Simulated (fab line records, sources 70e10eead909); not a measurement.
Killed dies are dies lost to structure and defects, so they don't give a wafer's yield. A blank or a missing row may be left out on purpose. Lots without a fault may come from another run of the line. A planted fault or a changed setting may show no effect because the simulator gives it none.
fab line records | flow nand_harc
record lots=11 wafers=33 last_day=34
route steps=1302 shown P_GATE@132 END@1302
lots that met no fault: from a run of the same line without faults
start_h: hours from the record's first day to the start of the lot's first wafer shown | wait_h: hours since the lot's step before | " the same as in the row above | L1.1+2: a row that stands for several wafers | - no value, or no start given | * or withheld: withheld | < > ~ a bound
route shown NAME@n: a module of which the file shows steps, and the number in the route of the first | usual: mean/standard deviation of fault-free wafers | same: alike in all rows | chamber/n: place in a boat | sites: the reading at each site | _std_site: their standard deviation | _edge_site: outer sites' mean less inner sites' | radius_mm: how far each site lies from the wafer's centre | mask NAME#n: copy n | behind: the tool/chamber that last shaped the wafer | hold: why the lot was held/for how many hours/how that ended | device: the transistor (n, p or np) that didn't switch | end of line: the same wafers' tests at the end of the route | a step without rows: its recipe alone | killed: dies lost to structure and defects at the first sort, not the wafer's yield | map: a wafer's dies, x killed, . not, _ none there
set.NAME: the setting as run; set.NAME@STEP: as run at that earlier step | model.NAME: the simulator's own value behind a step, which no gauge read
steps of the route over a sample of lots; a table a step, a row a wafer
services: from which hour (start_h, from the record's first day; less than 0 if before it) a tool's chamber was out of use, for how many hours, and why
## steps
# step NHARC_P_GATE_DEP_103
# recipe target_thk_a=300 target_thk_nm=30 temp_c=400 flow_sccm=200 rf_w=350 material=SiON
# usual heater_power_outer_w=475/68 heater_power_w=788/91
# columns lot.wafer tool chamber start_h wait_h heater_power_outer_w heater_power_w since_wet_clean_h
L590.2 pecvd-01 0 112.38 0.5 547 882 150
L590.5 " 1 " " 449 727 -
L590.4 " 2 " " 414 706 -
L594.3 pecvd-04 1 149.68 0.3 585 916 48
L594.1 " 2 " " 543 919 48
L594.4 " 0 " " 485 814 -
L602.1 pecvd-01 2 224.90 0.6 379 663 82
L602.6 " 1 " " 408 698 -
L602.5 " 0 " " 561 876 -
L603.1 pecvd-02 0 243.74 0.6 524 909 1
L603.6 " 1 " " 449 761 -
L603.5 " 2 " " 534 793 -
L605.2 pecvd-01 1 258.87 0.5 455 760 116
L605.5 " 0 " " 577 903 -
L605.6 " 1 " " 437 725 -
L606.3 pecvd-01 1 272.84 0.4 400 700 130
L606.2 " 2 " " 342 606 130
L606.5 " 2 " " 339 633 -
L607.2 pecvd-02 1 278.65 0.4 465 760 36
L607.3 " 0 " " 482 816 36
L607.5 " 0 " " 482 831 -
L609.3 pecvd-04 1 299.27 0.4 648 953 17
L609.2 " 2 " " 465 827 17
L609.5 " 1 " " 493 788 -
L610.3 pecvd-02 2 308.84 0.3 434 659 66
L610.4 " 2 " " 433 660 -
L610.6 " 1 " " 414 725 -
L611.1 pecvd-02 0 317.46 0.6 451 780 75
L611.3 " 1 " " 408 710 75
L611.4 " 1 " " 404 687 -
L612.1 pecvd-02 1 327.85 0.6 378 673 85
L612.4 " 0 " " 544 930 -
L612.5 " 1 " " 377 671 -
# step NHARC_P_GATE_STRIP_108
# recipe o2_flow_sccm=500 ar_flow_sccm=0 bias_w=0 chemistry=O2
# usual drypump_motor_current_A=5.4/0.52 mfc_ar_sccm=0.006/0.0073 o2_flow_sccm=500.1/1.7 oes_product_au=1.002/0.015 rf_vpp_V=57.9/0.89 showerhead_plenum_p_Torr=3.51/0.1 throttle_valve_pct=17.037/0.0094
# columns lot.wafer tool chamber start_h wait_h drypump_motor_current_A mfc_ar_sccm o2_flow_sccm oes_product_au rf_hours_counter_h rf_vpp_V showerhead_plenum_p_Torr throttle_valve_pct
L590.4 rie_diel-09 0 113.70 - 6.0 0.015 505.6 1.016 5.8 57.2 3.54 17.034
L590.2 " 1 " " 4.7 0.011 500.9 0.985 5.7 59.5 3.60 17.028
L590.5 " 3 " " 5.5 0.018 501.9 1.014 - 57.9 3.46 17.026
L594.1 rie_diel-10 1 151.18 - 4.9 0 497.8 0.978 6.5 58.4 3.50 17.036
L594.3 " 2 " " 5.1 0 499.5 1.003 5.3 57.9 3.65 17.046
L594.4 " 3 " " 5.3 0 501.2 1.009 4.6 56.8 3.58 17.033
L602.1 rie_diel-05 1 226.39 - 5.7 0 498.7 0.995 8.4 57.0 3.58 17.039
L602.5 " 0 " " 6.3 0 497.8 0.997 - 58.6 3.46 17.043
L602.6 " 1 " " 5.7 0 499.8 0.997 - 58.2 3.58 17.031
L603.1 rie_diel-05 0 245.21 - 6.3 0 499.7 0.993 0.8 57.4 3.46 17.027
L603.5 " 3 " " 6.6 0.020 502.4 0.975 - 59.2 3.41 17.044
L603.6 " 0 " " 6.3 0 503.1 1.001 - 57.2 3.46 17.036
L605.2 rie_diel-05 2 260.44 - 6.0 0 501.0 0.995 0.6 59.7 3.68 17.063
L605.5 " 1 " " 5.7 0 499.5 0.983 - 59.0 3.58 17.035
L605.6 " 2 " " 6.0 0 497.7 0.995 - 58.8 3.68 17.031
L606.2 rie_diel-10 3 274.20 - 5.2 0 500.9 1.014 0.8 58.7 3.58 17.033
L606.3 " 1 " " 4.9 0 501.2 0.966 1.2 58.8 3.50 17.056
L606.5 " 3 " " 5.2 0 499.0 1.023 - 57.4 3.58 17.039
L607.2 rie_diel-09 2 280.01 - 5.4 0 499.4 0.999 5.7 58.9 3.40 17.045
L607.3 " 0 " " 6.0 0.015 498.0 1.012 6.2 58.7 3.53 17.031
L607.5 " 3 " " 5.5 0.018 499.5 1.018 - 57.6 3.46 17.056
L609.2 rie_diel-10 2 300.62 - 5.0 0 501.2 1.010 1.7 58.1 3.65 17.031
L609.3 " 0 " " 5.3 0.006 501.2 1.015 2.4 57.5 3.31 17.027
L609.5 " 2 " " 5.1 0 499.6 1.020 - 58.3 3.65 17.027
L610.4 rie_diel-10 0 310.24 - 5.3 0.006 500.3 1.030 2.9 57.0 3.31 17.026
L610.3 " 1 " " 4.9 0 503.1 0.989 2.6 57.0 3.50 17.039
L610.6 " 0 " " 5.4 0.006 502.2 1.022 - 58.1 3.31 17.035
L611.4 rie_diel-10 1 318.96 - 4.9 0 500.8 0.993 3.6 57.6 3.50 17.031
L611.3 " 3 " " 5.2 0 499.7 1.012 4.7 58.8 3.58 17.036
L611.1 " 0 " " 5.3 0.006 499.4 1.020 4.3 56.6 3.31 17.028
L612.1 rie_diel-10 1 329.18 - 4.9 0 502.2 1.002 3.7 58.0 3.50 17.036
L612.4 " 2 " " 5.1 0 499.6 1.017 4.2 59.9 3.65 17.022
L612.5 " 0 " " 5.4 0.006 499.4 1.029 - 56.8 3.31 17.056
# step NHARC_P_GATE_ALD_36
# recipe target_thk_a=200 pulse_time_s=60 ald_cycles=223 temp_c=400 material=SiNx
# usual heater_power_outer_w=522/74 heater_power_w=841/93 precursor_pulse_height_rel=1.000/0.019
# columns lot.wafer tool chamber start_h wait_h heater_power_outer_w heater_power_w precursor_pulse_height_rel since_wet_clean_h
L590.2 ald_sin-01 1 115.44 - 651 947 0.989 71
L590.4 " 2 116.48 - 553 866 0.983 72
L590.5 " 1 119.61 - 633 934 0.997 -
L594.1 ald_sin-02 2 151.80 - 554 946 1.025 22
L594.3 " 3 152.87 - 364 615 0.974 24
L594.4 " 1 155.00 - 526 912 0.982 26
L602.1 ald_sin-01 2 228.06 - 537 895 0.993 6
L602.6 " 1 231.23 - 647 956 1.025 -
L602.5 " 2 232.28 - 530 875 0.983 -
L603.1 ald_sin-03 1 247.95 - 412 747 1.008 68
L603.6 " 3 250.07 - 472 813 0.973 -
L603.5 " 0 251.13 - 531 785 1.011 -
L605.2 ald_sin-01 0 263.19 - 544 828 1.012 41
L605.6 " 2 265.31 - 549 876 0.988 -
L605.5 " 3 266.38 - 593 922 0.980 -
L606.2 ald_sin-03 0 274.87 - 539 792 1.010 95
L606.3 " 3 278.05 - 481 785 0.990 98
L606.5 " 0 279.11 - 542 785 1.010 -
L607.3 ald_sin-02 1 280.72 - 536 902 1.006 151
L607.2 " 0 283.93 - 488 820 0.984 155
L607.5 " 1 284.99 - 555 913 0.980 -
L609.3 ald_sin-03 1 301.24 - 420 755 0.985 121
L609.2 " 3 303.31 - 485 810 1.016 123
L609.5 " 1 305.39 - 415 752 0.992 -
L610.3 ald_sin-02 2 310.86 - 529 924 1.033 4
L610.4 " 1 314.08 - 537 857 1.006 7
L610.6 " 3 316.23 - 359 595 1.014 -
L611.4 ald_sin-01 1 319.68 - 652 963 1.002 98
L611.3 " 2 320.76 - 537 874 0.983 99
L611.1 " 0 322.90 - 554 834 0.981 101
L612.1 ald_sin-03 3 329.80 - 483 827 1.002 150
L612.5 " 1 335.42 - 413 750 0.982 -
L612.4 " 2 336.83 - 572 897 1.006 -
# step NHARC_P_GATE_EXPOSE_43
# recipe na=0.6 target_cd_nm=720 dose_mj=14.81 mask_id=P_NSD
# usual stage_vel_mm_s=499.97/0.23
# columns lot.wafer tool chamber start_h wait_h mask stage_vel_mm_s
L590.2 krf_scanner-03 0 124.57 - P_NSD#0 499.97
L590.4 " 0 " " P_NSD#0 499.92
L590.5 " 0 " " P_NSD#0 499.97
L594.1 krf_scanner-04 0 162.26 - P_PSD#0 500.52
L594.3 " 0 " " P_PSD#0 499.87
L594.4 " 0 " " P_PSD#0 500.16
L602.1 krf_scanner-04 0 237.38 - P_NSD#0 499.94
L602.5 " 0 " " P_NSD#0 499.99
L602.6 " 0 " " P_NSD#0 499.78
L603.1 krf_scanner-03 0 256.24 - P_NSD#0 499.70
L603.5 " 0 " " P_NSD#0 499.84
L603.6 " 0 " " P_NSD#0 500.08
L605.2 krf_scanner-04 0 271.48 - P_NSD#0 500.05
L605.5 " 0 " " P_NSD#0 499.81
L605.6 " 0 " " P_NSD#0 500.04
L606.2 krf_scanner-02 0 285.36 - P_NSD#0 500.11
L606.3 " 0 " " P_NSD#0 500.13
L606.5 " 0 " " P_NSD#0 499.88
L607.2 krf_scanner-03 0 291.21 - P_NSD#0 499.73
L607.3 " 0 " " P_NSD#0 499.79
L607.5 " 0 " " P_NSD#0 500.00
L609.2 krf_scanner-03 0 311.50 - P_NSD#0 500.11
L609.3 " 0 " " P_NSD#0 499.73
L609.5 " 0 " " P_NSD#0 499.96
L610.3 krf_scanner-04 0 321.45 - P_NSD#0 500.13
L610.4 " 0 " " P_NSD#0 500.04
L610.6 " 0 " " P_NSD#0 500.37
L611.1 krf_scanner-04 0 330.02 - P_NSD#0 499.85
L611.3 " 0 " " P_NSD#0 500.18
L611.4 " 0 " " P_NSD#0 500.09
L612.1 krf_scanner-03 0 342.29 - P_NSD#0 499.80
L612.4 " 0 " " P_NSD#0 499.57
L612.5 " 0 " " P_NSD#0 499.69
# step NHARC_P_GATE_CD_MEAS_46
# recipe target_cd_nm=720 landing_energy_ev=500
# usual cd_nm=720.0/2.2
# columns lot.wafer tool chamber start_h wait_h cd_nm
L590.2 cd_sem-03 0 124.72 - 716.5
L590.4 " 0 " " 717.8
L590.5 " 0 " " 719.8
L594.1 cd_sem-01 0 162.42 - -
L594.3 " 0 " " -
L594.4 " 0 " " -
L602.1 cd_sem-01 0 237.54 - 721.3
L602.5 " 0 " " 720.3
L602.6 " 0 " " 721.1
L603.1 cd_sem-03 0 256.40 - 725.0
L603.5 " 0 " " 721.0
L603.6 " 0 " " 724.7
L605.2 cd_sem-01 0 271.63 - 725.1
L605.5 " 0 " " 722.5
L605.6 " 0 " " 721.9
L606.2 cd_sem-03 0 285.51 - 723.1
L606.3 " 0 " " 719.9
L606.5 " 0 " " 721.3
L607.2 cd_sem-02 0 291.37 - 717.2
L607.3 " 0 " " 719.1
L607.5 " 0 " " 718.0
L609.2 cd_sem-03 0 311.65 - 719.6
L609.3 " 0 " " 715.0
L609.5 " 0 " " 718.7
L610.3 cd_sem-01 0 321.60 - 719.8
L610.4 " 0 " " 719.9
L610.6 " 0 " " 719.6
L611.1 cd_sem-01 0 330.18 - 718.9
L611.3 " 0 " " 719.7
L611.4 " 0 " " 721.4
L612.1 cd_sem-01 0 342.44 - 718.8
L612.4 " 0 " " 721.8
L612.5 " 0 " " 723.9
# step NHARC_END_SORT_01
# recipe temp_c=25
# usual killed_at_array=56/17 killed_at_other=1.2/1.4 killed_at_periphery=4/3.2 killed_dies=61/16 killed_open=3.6/2.1 killed_short=2.7/1.8
# same gross_dies=677
# columns lot.wafer tool chamber start_h wait_h killed_at_array killed_at_other killed_at_periphery killed_dies killed_open killed_short
L594.1 prober-02 0 609.42 2.5 34 1 642 677 4 8
L594.3 prober-02 0 611.02 3.1 22 3 652 677 2 3
L594.4 prober-02 0 611.82 3.4 23 1 653 677 4 4
L602.1 prober-02 0 684.12 2.5 43 2 2 47 3 2
L602.5 prober-02 0 687.25 3.6 54 1 5 60 3 6
L602.6 prober-02 0 688.04 3.9 35 2 7 44 3 3
L603.1 prober-01 0 706.52 2.5 47 0 3 50 2 1
L603.5 prober-01 0 709.72 3.7 60 4 6 70 6 4
L603.6 prober-01 0 710.52 4.0 76 3 2 81 5 2
L611.1 prober-01 0 771.03 2.5 69 3 11 83 12 4
L611.3 prober-01 0 772.63 3.1 55 2 8 65 2 4
L611.4 prober-01 0 773.43 3.4 55 1 8 64 2 3
# killed by level:class
L594.1 P_GATE:area_expose=628 A_CHANNEL_HOLE_D2:chamber_film_flake=11 P_STI:chamber_film_flake=5 P_BONDPAD:chamber_film_flake=5 A_CHANNEL_HOLE_D1:chamber_film_flake=5 A_DECK1_JOINT:chamber_film_flake=4 A_ONON_D2:geometric_particle:short=3 A_ONON_D1:geometric_particle:short=2
L594.3 P_GATE:area_expose=648 A_CHANNEL_HOLE_D2:chamber_film_flake=16 THIN_TSV:chamber_film_flake=3 P_BONDPAD:chamber_film_flake=2 A_CHANNEL_HOLE_D1:chamber_film_flake=2 P_CONTACT:geometric_particle:open=1 A_ONON_D1:geometric_particle:open=1 A_CHANNEL_HOLE_D2:geometric_particle:short=1
L594.4 P_GATE:area_expose=643 A_CHANNEL_HOLE_D1:chamber_film_flake=6 A_CHANNEL_HOLE_D2:chamber_film_flake=5 P_STI:chamber_film_flake=3 P_ZERO_WELL:chamber_film_flake=3 P_BONDPAD:chamber_film_flake=3 P_CONTACT:geometric_particle:short=1 A_ONON_D1:geometric_particle:open=1
L602.1 A_CHANNEL_HOLE_D2:chamber_film_flake=16 A_STAIRCASE:chamber_film_flake=10 A_CHANNEL_HOLE_D1:chamber_film_flake=5 A_CONTACT:chamber_film_flake=4 A_SLIT:chamber_film_flake=3 THIN_TSV:chamber_film_flake=2 P_CONTACT:geometric_particle:open=1 A_CHANNEL_FILL_D1:geometric_particle:open=1
L602.5 A_CHANNEL_HOLE_D2:chamber_film_flake=17 A_CHANNEL_HOLE_D1:chamber_film_flake=12 A_STAIRCASE:chamber_film_flake=6 A_CONTACT:chamber_film_flake=6 A_SLIT:chamber_film_flake=4 P_GATE:chamber_film_flake=2 P_M0:geometric_particle:short=1 A_SOURCE_PLATE:geometric_particle:short=1
L602.6 A_CHANNEL_HOLE_D2:chamber_film_flake=14 A_STAIRCASE:chamber_film_flake=8 A_CHANNEL_HOLE_D1:chamber_film_flake=7 P_STI:chamber_film_flake=2 P_GATE:chamber_film_flake=2 A_CHANNEL_FILL_D1:chamber_film_flake=2 P_CONTACT:geometric_particle:open=1 P_M1:geometric_particle:short=1
L603.1 A_CHANNEL_HOLE_D1:chamber_film_flake=21 A_CHANNEL_HOLE_D2:chamber_film_flake=15 A_CONTACT:chamber_film_flake=5 A_STAIRCASE:chamber_film_flake=3 P_M0:geometric_particle:open=2 P_M2:chamber_film_flake=1 A_BLC:geometric_particle:short=1 A_SLIT:chamber_film_flake=1
L603.5 A_CHANNEL_HOLE_D2:chamber_film_flake=25 A_CHANNEL_HOLE_D1:chamber_film_flake=21 THIN_TSV:chamber_film_flake=4 A_CONTACT:chamber_film_flake=3 P_GATE:chamber_film_flake=3 A_M0:geometric_particle:open=2 A_WL_FILL:chamber_film_flake=2 P_STI:geometric_particle:open=1
L603.6 A_CHANNEL_HOLE_D1:chamber_film_flake=37 A_CHANNEL_HOLE_D2:chamber_film_flake=18 A_CONTACT:chamber_film_flake=9 A_SLIT:chamber_film_flake=4 A_BLC:geometric_particle:open=2 THIN_TSV:chamber_film_flake=2 A_CHANNEL_HOLE_D1:geometric_particle:short=1 A_DECK1_JOINT:geometric_particle:short=1
L611.1 A_SLIT:chamber_film_flake=31 A_CHANNEL_HOLE_D1:chamber_film_flake=16 A_CONTACT:chamber_film_flake=5 P_GATE:chamber_film_flake=4 A_CHANNEL_FILL_D2:chamber_film_flake=4 A_ONON_D1:geometric_particle:open=3 THIN_TSV:chamber_film_flake=3 A_CHANNEL_FILL_D1:geometric_particle:open=2
L611.3 A_SLIT:chamber_film_flake=25 A_CHANNEL_HOLE_D1:chamber_film_flake=10 A_CHANNEL_FILL_D2:chamber_film_flake=6 A_CONTACT:chamber_film_flake=5 P_STI:chamber_film_flake=4 P_GATE:chamber_film_flake=4 A_CHANNEL_FILL_D2:geometric_particle:short=2 A_CHANNEL_HOLE_D2:chamber_film_flake=2
L611.4 A_SLIT:chamber_film_flake=27 A_CHANNEL_HOLE_D1:chamber_film_flake=17 P_STI:chamber_film_flake=4 P_GATE:chamber_film_flake=3 A_CHANNEL_FILL_D2:chamber_film_flake=3 A_CHANNEL_FILL_D1:geometric_particle:short=2 A_DECK1_JOINT:geometric_particle:short=1 A_WL_FILL:geometric_particle:open=1
## services
# columns tool chamber start_h hours kind
ald_sin-03 2 105.09 18.0 repair
krf_scanner-04 - 122.85 6.2 repair
pecvd-01 - 130.00 13.0 pm
krf_scanner-04 - 141.42 0.7 repair
krf_scanner-03 - 156.21 1.4 repair
ald_sin-03 3 157.61 1.3 repair
rie_diel-10 0 158.95 5.5 repair
ald_sin-01 3 166.87 27.3 repair
ald_sin-03 - 172.39 10.0 pm
krf_scanner-04 - 182.00 4.0 pm
ald_sin-01 2 192.98 4.3 repair
pecvd-02 - 214.41 15.2 repair
krf_scanner-03 - 224.02 4.0 pm
pecvd-02 - 229.66 13.0 pm
rie_diel-10 - 242.50 9.0 pm
pecvd-01 2 252.67 8.8 repair
ald_sin-01 0 271.18 3.1 repair
rie_diel-10 0 273.24 3.8 repair
ald_sin-01 2 276.42 9.3 repair
pecvd-02 0 294.44 7.5 repair
pecvd-01 - 311.27 13.0 pm
krf_scanner-03 - 315.14 1.3 repair
ald_sin-03 0 317.80 23.3 repair
krf_scanner-03 - 334.48 1.3 repair
## key
first_sign step=NHARC_P_GATE_EXPOSE_43 reading=mask direction=changed
effect step=NHARC_P_GATE_CD_MEAS_46 reading=cd_nm direction=missing
effect step=NHARC_END_SORT_01 reading=killed_at_periphery direction=up sigmas=99+ usual=4 struck=649
more_kills_born_at NHARC_P_GATE_EXPOSE_43@krf_scanner-04=1919
met_at NHARC_P_GATE_EXPOSE_43
struck_lots L594
later_rows_left_out L594.1,L594.3,L594.4
tester_left_out L594
not_acting_at NHARC_P_GATE_DEP_103,NHARC_P_GATE_STRIP_108,NHARC_P_GATE_ALD_36
fault kind=wrong_mask tool=any chamber=- onset_h=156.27 steps=NHARC_P_GATE_EXPOSE_43 aux_copy=P_PSD#0 scope=struck_lots_only
# tester_left_out: of these lots the tester's yield and bins aren't shown, on N5 and GAA mostly nor the transistor test; their killed dies are dies lost to structure and defects alone, not to doping, threshold or leakage, so they don't give the yield
# later_rows_left_out: the simulator's readings of these wafers behind a module that went badly wrong aren't trusted and aren't shown, but for the sort
